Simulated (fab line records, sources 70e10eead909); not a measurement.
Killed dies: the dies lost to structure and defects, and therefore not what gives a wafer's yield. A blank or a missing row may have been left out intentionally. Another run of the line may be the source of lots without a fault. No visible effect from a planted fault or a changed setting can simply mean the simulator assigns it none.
Matching of chambers / flow nand_harc / cmp-04 running NHARC_P_STI_CMP_21: 4 sister chambers
The step polishes, t overpolish 20 s, target thk 380.67 nm. 4 wafers are shown with their chamber, then 8 later ones without.

## WAFERS, EACH WITH ITS CHAMBER
wafer=L084.6; chamber=2; motor_current_A (A)=9.8
wafer=L086.4; chamber=3; motor_current_A (A)=14.5
wafer=L086.5; chamber=0; motor_current_A (A)=10.9
wafer=L087.3; chamber=1; motor_current_A (A)=10.9

## WAFERS WITH NO CHAMBER GIVEN
wafer=L087.4; motor_current_A (A)=9.9
wafer=L087.6; motor_current_A (A)=13.8
wafer=L090.4; motor_current_A (A)=11.0
wafer=L090.5; motor_current_A (A)=11.9
wafer=L090.6; motor_current_A (A)=11.3
wafer=L094.1; motor_current_A (A)=10.0
wafer=L094.3; motor_current_A (A)=13.3
wafer=L094.6; motor_current_A (A)=11.3

## WHICH CHAMBER EACH ONE RAN IN
wafer=L087.4; from the rows above=can't be placed: 2 or 0 or 1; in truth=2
wafer=L087.6; from the rows above=3; in truth=3
wafer=L090.4; from the rows above=can't be placed: 0 or 1 or 2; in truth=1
wafer=L090.5; from the rows above=can't be placed: 0 or 1 or 2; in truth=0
wafer=L090.6; from the rows above=can't be placed: 0 or 1 or 2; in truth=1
wafer=L094.1; from the rows above=can't be placed: 2 or 0 or 1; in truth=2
wafer=L094.3; from the rows above=can't be placed: 3 or 0 or 1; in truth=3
wafer=L094.6; from the rows above=can't be placed: 0 or 1 or 2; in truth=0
Correct placement for 1 of the 8. Unplaceable from these rows: 7, with the true chamber sitting among the candidates in 7. Placed wrongly: 0.
How it was worked out, from the rows above alone: a wafer's distance from a chamber is the root of the sum, over the readings, of the square of ((its reading less the chamber's mean) divided by the reading's scatter). The wafer belongs to the nearest chamber; if the next one is less than 2 further off, it can't be placed. For every chamber, the mean is computed from those of its wafers that are shown. The scatter (one wafer shown for each chamber): square how far every hidden wafer sits from the nearest shown wafer, average those squares and take the square root.
